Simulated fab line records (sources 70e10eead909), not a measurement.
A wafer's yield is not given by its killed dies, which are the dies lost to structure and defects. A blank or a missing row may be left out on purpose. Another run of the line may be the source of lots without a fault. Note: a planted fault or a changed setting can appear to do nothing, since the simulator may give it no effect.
A lot that was struck, set against a sound lot :: flow nand harc :: 14 out of 1159 route steps
Sound: these wafers, L383.1, L383.2, L383.6. Wafers L389.2, L389.4, L389.5 were the ones struck. The cause is given at the end.
At each step with rows: each side's tool, then ch and its chambers, then its first start. Under that, the readings that differ: sound wafers :: struck wafers :: difference of the means :: sigmas: that difference in standard deviations of wafers without a fault.
alike: readings whose means differ by less than 2 such deviations, and words and numbers that are the same on both sides. not compared: withheld readings, readings that some wafer has no value for, bounds like >300 that may hide the same value, and numbers for which the record gives no deviation and whose values overlap.
A row with sigmas, a row that says differs or no value, or rows on one side alone: a step with any of these is where the two part. Numbers that have no deviation but don't overlap get no sigmas and don't part them. A reading that every wafer of one side lacks parts them only if that side has two wafers or more.

first, 7 steps without rows for these wafers: NHARC_A_BLC_COAT_03 (time 65 s); NHARC_A_BLC_COAT_04 (resist thk 90 nm); NHARC_A_BLC_SOFTBAKE_05 (time 55 s); NHARC_A_BLC_EBR_06; NHARC_A_BLC_EXPOSE_07 (exposes mask A BLC, target cd 100 nm); NHARC_A_BLC_PEB_08 (peb time 65 s); NHARC_A_BLC_DEVELOP_09 (develop time 35 s).
NHARC_A_BLC_CD_MEAS_10: the cd target is 100 nm.
  sound on cd sem-01 ch 0, day 18 13:04; struck on cd sem-02 ch 0, day 20 20:14
  alike: cd nm
NHARC_A_BLC_OVL_MEAS_11:
  struck on overlay-02, day 20 20:19; sound on overlay-01, day 18 13:09
  alike: overlay x nm, overlay y nm
NHARC_A_BLC_INSPECT_12:
  struck on defect inspect-02, day 20 20:22; sound on defect inspect-01, day 18 13:11
  alike: raw defect count
NHARC_A_BLC_DESCUM_15: chemistry O2, time 3 s.
  sound on rie diel-08 ch 0,1, day 18 13:15; struck on rie diel-03 ch 2,3, day 20 20:25
  alike: drypump motor current A, oes product au, rf vpp V, showerhead plenum p Torr, throttle valve pct
  not compared: rf hours counter h
NHARC_A_BLC_ETCH_16: etches the open film in CF4, target depth 39 nm, time 65 s.
  sound on rie diel-08 ch 0,1,2, day 18 13:20; struck on rie diel-03 ch 0,1,2, day 20 20:34
  alike: drypump motor current A, oes product au, rf vpp V, run length s, showerhead plenum p Torr, throttle valve pct
  not compared: rf hours counter h
NHARC_A_BLC_ETCH_17: etches the open film in N2/H2, target depth 390 nm, time 609.38 s.
  sound on rie diel-08 ch 2,3, day 18 13:28; struck on rie diel-03 ch 2,3, day 20 20:43
reading: run length s (s)
sound: 629.5 630.5 630.0
struck: 589.4 589.0 589.5
difference: -40.7
sigmas: -83
  alike: drypump motor current A, oes product au, rf vpp V, showerhead plenum p Torr, throttle valve pct
  not compared: rf hours counter h
NHARC_A_BLC_ETCH_18: etches the open film in C4F8/O2/Ar, target depth 910 nm.
  sound on rie diel-08 ch 0,3; struck on rie diel-03 ch 0,1,2
  alike: oes product au, rf vpp V
  not compared: rf hours counter h

WHERE THEY PART
Only at NHARC_A_BLC_ETCH_17, within this record. Later steps at which nothing parts them and some readings are alike: NHARC_A_BLC_ETCH_18.

WHY: whatever the simulator had introduced
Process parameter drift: rie diel-03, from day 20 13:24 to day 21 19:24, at NHARC_A_BLC_ETCH_17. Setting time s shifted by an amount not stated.
